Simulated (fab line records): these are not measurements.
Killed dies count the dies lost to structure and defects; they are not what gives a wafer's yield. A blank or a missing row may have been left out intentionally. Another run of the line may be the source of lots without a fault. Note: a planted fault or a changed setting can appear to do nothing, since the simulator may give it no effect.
Which tool is to blame? | flow nand harc | Sampling: 24 lots, 72 wafers, 5 of 1302 route steps

WHAT THE GAUGES READ, wafer by wafer
NHARC_P_CONTACT_CD_MEAS_19.
lot  | measured     | on        | cd nm (nm)
L074 | day 5 22:38  | cd sem-03 | 89.9 91.1 85.6
L075 | day 6 13:04  | cd sem-01 | 86.6 85.8 84.4
L076 | day 6 15:46  | cd sem-02 | 91.6 88.7 88.3
L077 | day 7 02:22  | cd sem-02 | 91.6 91.5 87.8
L078 | day 7 17:05  | cd sem-02 | 89.6 89.3 88.5
L079 | day 7 22:04  | cd sem-02 | 88.4 87.8 88.2
L080 | day 8 10:02  | cd sem-01 | 85.6 88.8 85.7
L081 | day 8 17:51  | cd sem-03 | 88.3 85.4 87.3
L082 | day 9 08:18  | cd sem-02 | 82.9 89.0 88.9
L083 | day 9 16:35  | cd sem-03 | 85.1 88.3 82.1
L084 | day 10 06:13 | cd sem-02 | 83.4 86.0 87.9
L085 | day 10 12:23 | cd sem-01 | 86.4 87.0 87.9
L086 | day 11 01:08 | cd sem-02 | 83.2 87.1 86.1
L087 | day 11 04:51 | cd sem-02 | 85.5 84.8 86.1
L089 | day 12 02:31 | cd sem-03 | 86.9 82.5 85.7
L088 | day 12 05:39 | cd sem-02 | 88.1 87.9 88.6
L090 | day 12 15:53 | cd sem-02 | 88.6 88.4 87.7
L091 | day 12 20:50 | cd sem-01 | 88.1 85.5 89.1
L092 | day 13 09:10 | cd sem-03 | 87.3 91.0 89.9
L093 | day 13 20:13 | cd sem-02 | 90.4 87.5 90.0
L094 | day 14 02:44 | cd sem-02 | 88.4 86.7 90.4
L095 | day 14 15:44 | cd sem-02 | 89.0 86.1 88.5
L096 | day 15 01:27 | cd sem-01 | 89.6 87.0 86.7
L097 | day 15 08:43 | cd sem-01 | 89.2 88.2 86.4

NHARC_P_M0_INSPECT_11.
lot  | measured     | on                | raw defect count
L074 | day 6 01:55  | defect inspect-01 | 11 4 10
L075 | day 6 16:17  | defect inspect-02 | 2 2 3
L076 | day 6 19:00  | defect inspect-01 | 1 6 3
L077 | day 7 05:36  | defect inspect-01 | 1 2 1
L078 | day 7 20:53  | defect inspect-02 | 4 2 4
L079 | day 8 01:56  | defect inspect-02 | 5 9 3
L080 | day 8 13:17  | defect inspect-02 | 4 4 2
L081 | day 8 21:16  | defect inspect-02 | 4 5 4
L082 | day 9 11:34  | defect inspect-02 | 10 8 9
L083 | day 9 19:50  | defect inspect-01 | 2 3 4
L084 | day 10 09:35 | defect inspect-01 | 3 2 3
L085 | day 10 15:38 | defect inspect-02 | 6 9 3
L086 | day 11 04:22 | defect inspect-02 | 6 9 3
L087 | day 11 07:57 | defect inspect-02 | 7 2 8
L089 | day 12 05:37 | defect inspect-02 | 4 4 3
L088 | day 12 08:46 | defect inspect-01 | 3 3 4
L090 | day 12 19:08 | defect inspect-01 | 9 7 5
L091 | day 12 23:58 | defect inspect-01 | 3 1 1
L092 | day 13 12:24 | defect inspect-01 | 7 8 6
L093 | day 13 23:27 | defect inspect-01 | 5 5 4
L094 | day 14 06:23 | defect inspect-01 | 4 2 3
L095 | day 14 18:58 | defect inspect-01 | 3 3 4
L096 | day 15 04:41 | defect inspect-02 | 12 8 6
L097 | day 15 11:57 | defect inspect-01 | 9 1 10

WHAT TOOL EACH LOT RAN ON (gives the tool, then ch and the chambers of the sampled wafers, and finally the start)
lot  | NHARC_P_GATE_DESCUM_61             | NHARC_P_CONTACT_DEP_30          | NHARC_P_CONTACT_ETCH_31
L074 | rie diel-05 ch 0,2,3, day 5 15:27  | pecvd-01 ch 0,2, day 5 20:10    | rie diel-09 ch 1,2,3, day 5 22:38 or earlier
L075 | rie diel-05 ch 0,2,3, day 6 06:01  | pecvd-04 ch 0,1,2, day 6 10:35  | rie diel-12 ch 0,1,3, day 6 13:04 or earlier
L076 | rie diel-05 ch 2,3, day 6 08:33    | pecvd-03 ch 1,2, day 6 13:20    | rie diel-12 ch 0,2, day 6 15:46 or earlier
L077 | rie diel-01 ch 1,2,3, day 6 18:59  | pecvd-04 ch 0,1,2, day 6 23:46  | rie diel-02 ch 0,2,3, day 7 02:22 or earlier
L078 | rie diel-13 ch 0,2, day 7 09:52    | pecvd-03 ch 0,2, day 7 14:28    | rie diel-12 ch 1,3, day 7 17:05 or earlier
L079 | rie diel-01 ch 1,2, day 7 15:02    | pecvd-03 ch 0,1,2, day 7 19:37  | rie diel-02 ch 0,1, day 7 22:04 or earlier
L080 | rie diel-05 ch 0,2,3, day 8 02:31  | pecvd-04 ch 0,1,2, day 8 07:26  | rie diel-12 ch 2,3, day 8 10:02 or earlier
L081 | rie diel-05 ch 2,3, day 8 10:25    | pecvd-03 ch 0,1,2, day 8 15:18  | rie diel-12 ch 0,1,2, day 8 17:51 or earlier
L082 | rie diel-05 ch 0,1, day 9 01:00    | pecvd-01 ch 1,2, day 9 05:46    | rie diel-12 ch 1,2,3, day 9 08:18 or earlier
L083 | rie diel-01 ch 0,1,2, day 9 09:25  | pecvd-03 ch 0,1,2, day 9 13:59  | rie diel-12 ch 0,2, day 9 16:35 or earlier
L084 | rie diel-05 ch 0,2, day 9 23:03    | pecvd-03 ch 0,1,2, day 10 03:38 | rie diel-12 ch 2,3, day 10 06:13 or earlier
L085 | rie diel-01 ch 0,2, day 10 05:07   | pecvd-03 ch 0,1, day 10 09:44   | rie diel-09 ch 1,3, day 10 12:23 or earlier
L086 | rie diel-01 ch 0,1,3, day 10 17:58 | pecvd-04 ch 1,2, day 10 22:32   | rie diel-02 ch 0,1,3, day 11 01:08 or earlier
L087 | rie diel-13 ch 0,1,3, day 10 21:32 | pecvd-04 ch 0,1,2, day 11 02:16 | rie diel-12 ch 1,2,3, day 11 04:51 or earlier
L089 | rie diel-13 ch 0,1, day 11 19:20   | pecvd-01 ch 0,2, day 11 23:55   | rie diel-12 ch 1,2,3, day 12 02:31 or earlier
L088 | rie diel-13 ch 0,1,2, day 11 22:23 | pecvd-03 ch 1,2, day 12 03:03   | rie diel-09 ch 0,1, day 12 05:39 or earlier
L090 | rie diel-13 ch 2,3, day 12 08:44   | pecvd-01 ch 0,1,2, day 12 13:26 | rie diel-12 ch 1,3, day 12 15:53 or earlier
L091 | rie diel-01 ch 0,2,3, day 12 13:40 | pecvd-01 ch 0,1,2, day 12 18:14 | rie diel-02 ch 0,2,3, day 12 20:50 or earlier
L092 | rie diel-01 ch 0,1, day 13 01:59   | pecvd-01 ch 0,1,2, day 13 06:35 | rie diel-02 ch 0,2, day 13 09:10 or earlier
L093 | rie diel-05 ch 0,1,2, day 13 13:02 | pecvd-03 ch 0,2, day 13 17:36   | rie diel-09 ch 2,3, day 13 20:13 or earlier
L094 | rie diel-05 ch 0,1,2, day 13 19:18 | pecvd-03 ch 0,1,2, day 14 00:08 | rie diel-02 ch 0,1,2, day 14 02:44 or earlier
L095 | rie diel-01 ch 2,3, day 14 07:52   | pecvd-03 ch 0,2, day 14 12:40   | rie diel-02 ch 0,3, day 14 15:44 or earlier
L096 | rie diel-05 ch 0,1,2, day 14 17:49 | pecvd-04 ch 1,2, day 14 22:37   | rie diel-02 ch 2,3, day 15 01:27 or earlier
L097 | rie diel-01 ch 0,1,2, day 15 01:11 | pecvd-01 ch 0,2, day 15 06:07   | rie diel-09 ch 1,3, day 15 08:43 or earlier
- NHARC_P_GATE_DESCUM_61: chemistry O2, time 3 s.
- NHARC_P_CONTACT_DEP_30: deposits SiNx, target thk 30 nm.
- NHARC_P_CONTACT_ETCH_31: etches the open film in CH3F/O2, target depth 30 nm, time 85.7 s.

AS READ BY THE TOOLS THEMSELVES (means over the sampled wafers that have a number; for cases with no such wafer, the mark the record gives instead)
NHARC_P_GATE_DESCUM_61.
lot  | tool        | drypump motor current A (A) | oes product au (a.u.) | rf vpp V (V) | showerhead plenum p Torr (Torr) | throttle valve pct (%)
L074 | rie diel-05 | 5.9                         | 0.998                 | 57.6         | 2.03                            | 11.315
L075 | rie diel-05 | 5.9                         | 1.005                 | 58.3         | 2.03                            | 11.317
L076 | rie diel-05 | 6.3                         | 1.011                 | 57.4         | 2.04                            | 11.306
L077 | rie diel-01 | 5.7                         | 1.000                 | 58.0         | 1.94                            | 11.311
L078 | rie diel-13 | 5.7                         | 1.005                 | 58.1         | 1.95                            | 11.320
L079 | rie diel-01 | 5.6                         | 0.997                 | 58.2         | 2.01                            | 11.313
L080 | rie diel-05 | 5.9                         | 0.999                 | 58.5         | 2.03                            | 11.316
L081 | rie diel-05 | 6.3                         | 1.000                 | 57.7         | 2.04                            | 11.318
L082 | rie diel-05 | 5.9                         | 1.023                 | 58.0         | 1.96                            | 11.306
L083 | rie diel-01 | 5.5                         | 0.998                 | 57.9         | 1.95                            | 11.307
L084 | rie diel-05 | 5.9                         | 0.998                 | 57.9         | 2.04                            | 11.300
L085 | rie diel-01 | 5.4                         | 1.008                 | 58.3         | 1.95                            | 11.310
L086 | rie diel-01 | 5.7                         | 1.005                 | 56.6         | 1.89                            | 11.310
L087 | rie diel-13 | 5.8                         | 1.004                 | 56.7         | 1.86                            | 11.316
L089 | rie diel-13 | 5.9                         | 0.999                 | 57.7         | 1.91                            | 11.308
L088 | rie diel-13 | 5.8                         | 1.003                 | 58.7         | 1.93                            | 11.309
L090 | rie diel-13 | 5.6                         | 0.993                 | 58.3         | 1.93                            | 11.317
L091 | rie diel-01 | 5.6                         | 1.007                 | 58.2         | 1.88                            | 11.316
L092 | rie diel-01 | 5.6                         | 1.015                 | 57.6         | 1.90                            | 11.318
L093 | rie diel-05 | 5.9                         | 1.007                 | 57.4         | 2.00                            | 11.305
L094 | rie diel-05 | 5.9                         | 1.003                 | 57.9         | 2.00                            | 11.319
L095 | rie diel-01 | 5.6                         | 1.010                 | 58.0         | 1.93                            | 11.309
L096 | rie diel-05 | 5.9                         | 1.013                 | 58.5         | 2.00                            | 11.306
L097 | rie diel-01 | 5.5                         | 1.015                 | 58.2         | 1.95                            | 11.314

NHARC_P_CONTACT_DEP_30.
lot  | tool     | heater power w (W)
L074 | pecvd-01 | 721
L075 | pecvd-04 | 774
L076 | pecvd-03 | 809
L077 | pecvd-04 | 780
L078 | pecvd-03 | 765
L079 | pecvd-03 | 768
L080 | pecvd-04 | 766
L081 | pecvd-03 | 743
L082 | pecvd-01 | 720
L083 | pecvd-03 | 743
L084 | pecvd-03 | 739
L085 | pecvd-03 | 737
L086 | pecvd-04 | 701
L087 | pecvd-04 | 752
L089 | pecvd-01 | 753
L088 | pecvd-03 | 724
L090 | pecvd-01 | 703
L091 | pecvd-01 | 714
L092 | pecvd-01 | 733
L093 | pecvd-03 | 764
L094 | pecvd-03 | 698
L095 | pecvd-03 | 727
L096 | pecvd-04 | 655
L097 | pecvd-01 | 679

NHARC_P_CONTACT_ETCH_31.
lot  | tool        | drypump motor current A (A) | oes product au (a.u.) | rf vpp V (V) | showerhead plenum p Torr (Torr) | throttle valve pct (%)
L074 | rie diel-09 | 6.1                         | 0.971                 | 244.7        | 2.46                            | 20.659
L075 | rie diel-12 | 5.6                         | 0.970                 | 245.9        | 2.58                            | 20.668
L076 | rie diel-12 | 5.2                         | 0.980                 | 245.5        | 2.55                            | 20.664
L077 | rie diel-02 | 6.0                         | 0.979                 | 245.8        | 2.51                            | 20.664
L078 | rie diel-12 | 5.7                         | 0.987                 | 246.5        | 2.58                            | 20.665
L079 | rie diel-02 | 5.9                         | 0.994                 | 244.2        | 2.42                            | 20.664
L080 | rie diel-12 | 5.2                         | 0.966                 | 245.9        | 2.56                            | 20.667
L081 | rie diel-12 | 5.3                         | 0.986                 | 245.7        | 2.57                            | 20.657
L082 | rie diel-12 | 5.5                         | 0.963                 | 246.7        | 2.58                            | 20.660
L083 | rie diel-12 | 5.2                         | 0.992                 | 245.8        | 2.55                            | 20.656
L084 | rie diel-12 | 5.3                         | 0.991                 | 245.0        | 2.55                            | 20.660
L085 | rie diel-09 | 5.9                         | 0.953                 | 244.8        | 2.53                            | 20.664
L086 | rie diel-02 | 6.0                         | 0.982                 | 245.3        | 2.51                            | 20.668
L087 | rie diel-12 | 5.5                         | 0.991                 | 246.3        | 2.58                            | 20.664
L089 | rie diel-12 | 5.5                         | 0.993                 | 246.2        | 2.58                            | 20.660
L088 | rie diel-09 | 5.4                         | 0.982                 | 243.0        | 2.39                            | 20.659
L090 | rie diel-12 | 5.7                         | 0.986                 | 246.4        | 2.60                            | 20.663
L091 | rie diel-02 | 6.0                         | 0.961                 | 245.0        | 2.51                            | 20.662
L092 | rie diel-02 | 6.0                         | 0.986                 | 243.3        | 2.43                            | 20.665
L093 | rie diel-09 | 6.0                         | 0.987                 | 244.4        | 2.50                            | 20.671
L094 | rie diel-02 | 5.9                         | 0.977                 | 243.6        | 2.42                            | 20.666
L095 | rie diel-02 | 6.0                         | 0.940                 | 246.1        | 2.58                            | 20.658
L096 | rie diel-02 | 6.0                         | 0.989                 | 245.2        | 2.44                            | 20.668
L097 | rie diel-09 | 5.9                         | 0.989                 | 245.8        | 2.53                            | 20.657

THE ANSWER, worked out from the rows above alone
Rule: what is usual is taken from the lots themselves. The widest of any qualifying gaps counts: lots, ordered by their means at a reading, are off when they make up no more than a third of the lots, leave a main group of 4 or more, and stand apart from it by 3 or more times the standard deviation of that group's means. A main group whose means are all the same, to the digits that the tables above print for the reading, isn't used. A lot without any number at a reading at which 4 lots or more have one is off too. The other lots that the step has rows for count as sound. The gauges are gone through in route order, then the tools' own readings, and for those a lot's mean is taken as printed above. At the first step where some lot is off, the reading lying furthest off is the one used; lots without a number count as furthest.
Nothing can be told from this: no lot is off at any reading shown.

WHAT THE SIMULATOR HAD PUT IN
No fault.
